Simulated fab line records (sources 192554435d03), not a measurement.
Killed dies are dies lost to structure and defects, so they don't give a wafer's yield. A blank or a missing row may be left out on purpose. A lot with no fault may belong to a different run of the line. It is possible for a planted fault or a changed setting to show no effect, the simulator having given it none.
Matching of chambers + flow n5-finfet + N5_BEOL_M3_CO_CAP_55 on cvd-co-01: 3 sister chambers
The step material Co, precursor CCTBA/H2, target thk 2 nm, time 102.1 s. 30 wafers are shown with their chamber, then 12 later ones without.

== WAFERS WITH THEIR CHAMBER ==
| wafer  | chamber | heater-power-w (W) |
|--------|---------|--------------------|
| L075.1 | 2       | 228                |
| L075.2 | 1       | 195                |
| L075.3 | 0       | 227                |
| L075.4 | 1       | 197                |
| L075.5 | 2       | 230                |
| L075.6 | 0       | 217                |
| L074.1 | 1       | 194                |
| L074.3 | 0       | 227                |
| L074.5 | 2       | 228                |
| L076.1 | 1       | 194                |
| L076.3 | 0       | 231                |
| L076.4 | 0       | 225                |
| L078.2 | 0       | 217                |
| L078.3 | 1       | 192                |
| L078.6 | 1       | 187                |
| L079.1 | 0       | 213                |
| L079.5 | 0       | 221                |
| L079.6 | 2       | 236                |
| L081.4 | 1       | 193                |
| L081.5 | 0       | 218                |
| L081.6 | 2       | 231                |
| L086.3 | 1       | 196                |
| L086.4 | 2       | 239                |
| L086.5 | 0       | 223                |
| L089.2 | 2       | 235                |
| L089.3 | 1       | 193                |
| L089.5 | 2       | 238                |
| L093.1 | 1       | 195                |
| L093.2 | 2       | 233                |
| L093.4 | 0       | 222                |

SIGNATURES (averages over the wafers above)
| reading        | chamber 0 | chamber 1 | chamber 2 | scatter within a chamber |
|----------------|-----------|-----------|-----------|--------------------------|
| heater-power-w | 221.91    | 193.60    | 233.11    | 4.28                     |
Rule: for each reading, subtract the chamber's mean from the wafer's reading, divide by that reading's scatter and square the result; add these up over the readings and take the root, which gives the wafer's distance from the chamber. If the next closest chamber is less than 2 further off than the closest, the wafer can't be placed; otherwise it belongs to the closest. The scatter is the square root of a quotient: the sum, over the shown wafers, of each reading's squared deviation from its chamber's mean, divided by wafers minus chambers.

== WAFERS WHOSE CHAMBER IS MISSING ==
| wafer  | heater-power-w (W) |
|--------|--------------------|
| L090.1 | 223                |
| L090.4 | 233                |
| L090.6 | 223                |
| L092.3 | 232                |
| L092.5 | 231                |
| L092.6 | 193                |
| L091.1 | 237                |
| L091.2 | 220                |
| L091.6 | 226                |
| L094.2 | 222                |
| L094.3 | 233                |
| L094.6 | 233                |

== THE CHAMBER EACH PASSED THROUGH ==
| wafer  | from the rows above     | in truth |
|--------|-------------------------|----------|
| L090.1 | 0                       | 0        |
| L090.4 | 2                       | 2        |
| L090.6 | 0                       | 0        |
| L092.3 | 2                       | 2        |
| L092.5 | can't be placed: 2 or 0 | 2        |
| L092.6 | 1                       | 1        |
| L091.1 | 2                       | 2        |
| L091.2 | 0                       | 0        |
| L091.6 | can't be placed: 0 or 2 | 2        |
| L094.2 | 0                       | 0        |
| L094.3 | 2                       | 2        |
| L094.6 | 2                       | 2        |
Correctly placed: 10 of 12. Can't be placed from these rows: 2 (the true chamber is among the candidates in 2). Placed wrongly: 0.
